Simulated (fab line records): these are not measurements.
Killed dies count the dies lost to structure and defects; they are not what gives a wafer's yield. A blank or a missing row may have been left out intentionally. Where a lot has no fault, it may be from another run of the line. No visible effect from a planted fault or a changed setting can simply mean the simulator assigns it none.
Which tool was responsible? + flow n5 finfet + 12 lots with 33 wafers sampled at 4 steps, on a route of 1938 steps

## WHAT THE GAUGES SHOWED, per wafer
No reading from a measuring or inspecting step in the record can be judged against a usual standard deviation.

## EACH LOT AND THE TOOL THAT RAN IT (in order: tool; ch and the chambers of the sampled wafers; start)
| lot  | N5_SDB_STRIP_21                   | N5_PASSIVATION_AL_ETCH_33         | N5_PASSIVATION_PASS_ETCH_47        | N5_PASSIVATION_PROBE_49 |
|------|-----------------------------------|-----------------------------------|------------------------------------|-------------------------|
| L913 | rie diel-01 ch 0,2, day 3 18:33   | rie metal-02 ch 1, day 12 07:32   | rie diel-01 ch 1,2, day 12 09:58   | -                       |
| L914 | rie diel-06 ch 0,2,3, day 4 00:35 | rie metal-01 ch 0,1, day 11 18:19 | rie diel-02 ch 1,2,3, day 11 20:18 | -                       |
| L916 | rie diel-02 ch 0,2, day 4 12:32   | rie metal-02 ch 0,1, day 12 11:13 | rie diel-02 ch 0,3, day 12 12:54   | -                       |
| L917 | rie diel-01 ch 0,3, day 4 17:32   | rie metal-02 ch 0,1, day 12 20:55 | rie diel-06 ch 0,2, day 12 22:50   | -                       |
| L918 | rie diel-06 ch 0,2, day 5 00:43   | rie metal-03 ch 1, day 13 04:29   | rie diel-02 ch 1,3, day 13 06:31   | -                       |
| L919 | rie diel-02 ch 0,1,2, day 5 10:43 | rie metal-02 ch 0,1, day 13 20:40 | rie diel-02 ch 1,2,3, day 13 22:21 | -                       |
| L923 | rie diel-06 ch 0,2,3, day 6 07:26 | rie metal-02 ch 0,1, day 14 16:38 | rie diel-06 ch 1,2, day 14 18:39   | -                       |
| L924 | rie diel-06 ch 1,2,3, day 6 17:28 | rie metal-03 ch 0,1, day 14 22:06 | rie diel-02 ch 0,1,2, day 14 23:49 | prober-01, day 15 02:55 |
| L926 | rie diel-02 ch 1,2,3, day 7 02:52 | rie metal-01 ch 0,1, day 15 14:34 | rie diel-02 ch 1,2, day 15 16:15   | prober-01, day 15 19:15 |
| L927 | rie diel-06 ch 1,3, day 7 03:51   | rie metal-03 ch 0, day 15 20:37   | rie diel-01 ch 0,3, day 15 22:53   | -                       |
| L932 | rie diel-06 ch 0,1,2, day 8 14:52 | rie metal-02 ch 1, day 17 06:07   | rie diel-06 ch 0,3, day 17 07:58   | prober-01, day 17 11:01 |
| L934 | rie diel-06 ch 0,2,3, day 9 03:46 | rie metal-01 ch 0,1, day 18 09:00 | rie diel-06 ch 0,1,3, day 18 10:49 | prober-01, day 18 13:52 |
- N5_SDB_STRIP_21: strips in CF4.
- N5_PASSIVATION_AL_ETCH_33: etches Al in Cl2/BCl3, stops on TaN, target depth 2800 nm, time 466.7 s.
- N5_PASSIVATION_PASS_ETCH_47: etches SiNx in CF4/O2, target depth 770 nm, time 385 s.
- N5_PASSIVATION_PROBE_49

## WHAT THE TOOLS THEMSELVES READ (means of the sampled wafers that have a number; where no wafer has one, the mark that the record gives instead)
N5_SDB_STRIP_21. Usual: drypump motor current A 5.8 A, standard deviation 0.49; oes product au 0.78 a.u., standard deviation 0.063; rf vpp V 271.2 V, standard deviation 1.4; showerhead plenum p Torr 1.80 Torr, standard deviation 0.056; throttle valve pct 13.52 %, standard deviation 0.21.
| lot  | tool        | drypump motor current A (A) | oes product au (a.u.) | rf vpp V (V) | showerhead plenum p Torr (Torr) | throttle valve pct (%) | flag |
|------|-------------|-----------------------------|-----------------------|--------------|---------------------------------|------------------------|------|
| L913 | rie diel-01 | 6.0                         | 0.74                  | 272.0        | 1.79                            | 13.55                  |      |
| L914 | rie diel-06 | 6.1                         | 0.75                  | 271.3        | 1.81                            | 13.58                  |      |
| L916 | rie diel-02 | 5.4                         | 0.89                  | 270.1        | 1.79                            | 13.14                  |      |
| L917 | rie diel-01 | 5.4                         | 0.84                  | 270.7        | 1.78                            | 13.37                  |      |
| L918 | rie diel-06 | 6.3                         | 0.74                  | 272.9        | 1.85                            | 13.70                  |      |
| L919 | rie diel-02 | 5.6                         | 0.81                  | 271.5        | 1.82                            | 13.30                  |      |
| L923 | rie diel-06 | 6.1                         | 0.74                  | 271.5        | 1.81                            | 13.61                  |      |
| L924 | rie diel-06 | 5.6                         | 0.77                  | 271.7        | 1.82                            | 13.58                  |      |
| L926 | rie diel-02 | 5.3                         | 0.77                  | 272.1        | 1.83                            | 13.60                  |      |
| L927 | rie diel-06 | 5.4                         | 0.75                  | 271.1        | 1.80                            | 13.61                  |      |
| L932 | rie diel-06 | 5.9                         | 0.81                  | 272.3        | 1.86                            | 13.59                  |      |
| L934 | rie diel-06 | 6.1                         | 0.79                  | 270.8        | 1.80                            | 13.46                  |      |

N5_PASSIVATION_AL_ETCH_33. Usual: bias w 100.0 W, standard deviation 0.31; drypump motor current A 5.74 A, standard deviation 0.23; oes product au 0.71 a.u., standard deviation 0.061; throttle valve pct 34.3 %, standard deviation 0.31.
| lot  | tool         | bias w (W) | drypump motor current A (A) | oes product au (a.u.) | throttle valve pct (%) | flag |
|------|--------------|------------|-----------------------------|-----------------------|------------------------|------|
| L913 | rie metal-02 | 100.2      | 5.94                        | 0.79                  | 34.0                   |      |
| L914 | rie metal-01 | 99.6       | 5.87                        | 0.65                  | 34.5                   |      |
| L916 | rie metal-02 | 100.0      | 5.68                        | 0.76                  | 33.9                   |      |
| L917 | rie metal-02 | 99.9       | 5.79                        | 0.76                  | 34.0                   |      |
| L918 | rie metal-03 | 99.7       | 6.06                        | 0.64                  | 34.4                   |      |
| L919 | rie metal-02 | 100.2      | 5.66                        | 0.73                  | 34.0                   |      |
| L923 | rie metal-02 | 100.3      | 5.81                        | 0.75                  | 34.0                   |      |
| L924 | rie metal-03 | 100.1      | 5.68                        | 0.74                  | 34.5                   |      |
| L926 | rie metal-01 | 100.1      | 5.86                        | 0.65                  | 34.5                   |      |
| L927 | rie metal-03 | 100.0      | 5.49                        | 0.78                  | 34.5                   |      |
| L932 | rie metal-02 | 100.0      | 5.93                        | 0.75                  | 34.0                   |      |
| L934 | rie metal-01 | 99.9       | 5.87                        | 0.64                  | 34.5                   |      |

N5_PASSIVATION_PASS_ETCH_47. Usual: bias w 49.00 W, standard deviation 0.14; drypump motor current A 5.7 A, standard deviation 0.53; oes product au 0.77 a.u., standard deviation 0.076; rf vpp V 240 V, standard deviation 7.5; showerhead plenum p Torr 2.20 Torr, standard deviation 0.064; throttle valve pct 15.83 %, standard deviation 0.26.
| lot  | tool        | bias w (W) | drypump motor current A (A) | oes product au (a.u.) | rf vpp V (V) | showerhead plenum p Torr (Torr) | throttle valve pct (%) | flag |
|------|-------------|------------|-----------------------------|-----------------------|--------------|---------------------------------|------------------------|------|
| L913 | rie diel-01 | 49.14      | 6.3                         | 0.83                  | 236          | 2.14                            | 15.63                  |      |
| L914 | rie diel-02 | 49.00      | 5.3                         | 0.73                  | 238          | 2.22                            | 15.95                  |      |
| L916 | rie diel-02 | 49.01      | 5.5                         | 0.73                  | 240          | 2.25                            | 16.11                  |      |
| L917 | rie diel-06 | 49.12      | 6.2                         | 0.78                  | 245          | 2.27                            | 15.89                  |      |
| L918 | rie diel-02 | 48.87      | 5.3                         | 0.83                  | 244          | 2.26                            | 15.94                  |      |
| L919 | rie diel-02 | 48.92      | 5.3                         | 0.81                  | 238          | 2.22                            | 15.82                  |      |
| L923 | rie diel-06 | 48.93      | 5.7                         | 0.73                  | 251          | 2.29                            | 16.05                  |      |
| L924 | rie diel-02 | 49.07      | 5.6                         | 0.82                  | 238          | 2.20                            | 15.58                  |      |
| L926 | rie diel-02 | 49.01      | 5.2                         | 0.82                  | 233          | 2.17                            | 15.60                  |      |
| L927 | rie diel-01 | 49.04      | 5.5                         | 0.74                  | 238          | 2.17                            | 15.88                  |      |
| L932 | rie diel-06 | 49.02      | 6.0                         | 0.73                  | 244          | 2.14                            | 15.86                  |      |
| L934 | rie diel-06 | 48.99      | 5.8                         | 0.73                  | 245          | 2.20                            | 15.99                  |      |

N5_PASSIVATION_PROBE_49. Usual: defect limited yield 91.4 %, standard deviation 1.5; killed_at_M0_to_M3 33, standard deviation 9.8; killed_at_M4_up 14, standard deviation 5.5; killed at contacts 12, standard deviation 6.5; killed at front end 38, standard deviation 11; killed at other 3, standard deviation 3.1; killed dies 101, standard deviation 17; killed open 66, standard deviation 13; killed short 32, standard deviation 7.5; sort_bin_5_function 5.0 %, standard deviation 1; sort_bin_6_memory 3.2 %, standard deviation 0.69; sort n pass 1079, standard deviation 17; sort yield pct 91.4 %, standard deviation 1.5.
| lot  | tool      | defect limited yield (%) | killed_at_M0_to_M3 | killed_at_M4_up | killed at contacts | killed at front end | killed at other | killed dies | killed open | killed short | sort_bin_5_function (%) | sort_bin_6_memory (%) | sort n pass | sort yield pct (%) | flag |
|------|-----------|--------------------------|--------------------|-----------------|--------------------|---------------------|-----------------|-------------|-------------|--------------|-------------------------|-----------------------|-------------|--------------------|------|
| L924 | prober-01 | 90.8                     | 31                 | 18              | 19                 | 39                  | 1               | 108         | 72          | 34           | 5.1                     | 3.8                   | 1072        | 90.8               |      |
| L926 | prober-01 | 93.7                     | 25                 | 14              | 8                  | 26                  | 1               | 74          | 50          | 22           | 3.7                     | 2.4                   | 1106        | 93.7               |      |
| L932 | prober-01 | 83.4                     | 39                 | 12              | 7                  | 130                 | 7               | 196         | 71          | 38           | 9.5                     | 4.2                   | 984         | 83.4               | OFF  |
| L934 | prober-01 | 81.9                     | 28                 | 16              | 21                 | 145                 | 3               | 213         | 62          | 31           | 11.2                    | 3.5                   | 967         | 81.9               | OFF  |

## THE ANSWER, worked out from the rows above alone
Rule: a lot is off if the mean of its wafers that have a number lies more than 3 standard deviations from the usual mean. Also off: a lot with no number at a reading for which 4 or more lots have one. Any other lot the step has rows for is counted as sound. After the gauges, taken in route order, come the tools' own readings; for these a lot's mean is taken, as printed above. At the first step where some lot is off, the reading lying furthest off is the one used; lots without a number count as furthest.
Off, at N5_PASSIVATION_PROBE_49 on killed at front end: L932, L934. Neither off nor sound, because the step has no rows for them: L913, L914, L916, L917, L918, L919, L923, L927.
A tool fits if, at that step or a process step before it, it ran every lot that is off, and no sound lot after the first of them. Can't be told from this: 2 tools fit, rie diel-06 at N5_SDB_STRIP_21 and N5_PASSIVATION_PASS_ETCH_47, prober-01 at N5_PASSIVATION_PROBE_49.

## WHAT WAS PUT IN BY THE SIMULATOR
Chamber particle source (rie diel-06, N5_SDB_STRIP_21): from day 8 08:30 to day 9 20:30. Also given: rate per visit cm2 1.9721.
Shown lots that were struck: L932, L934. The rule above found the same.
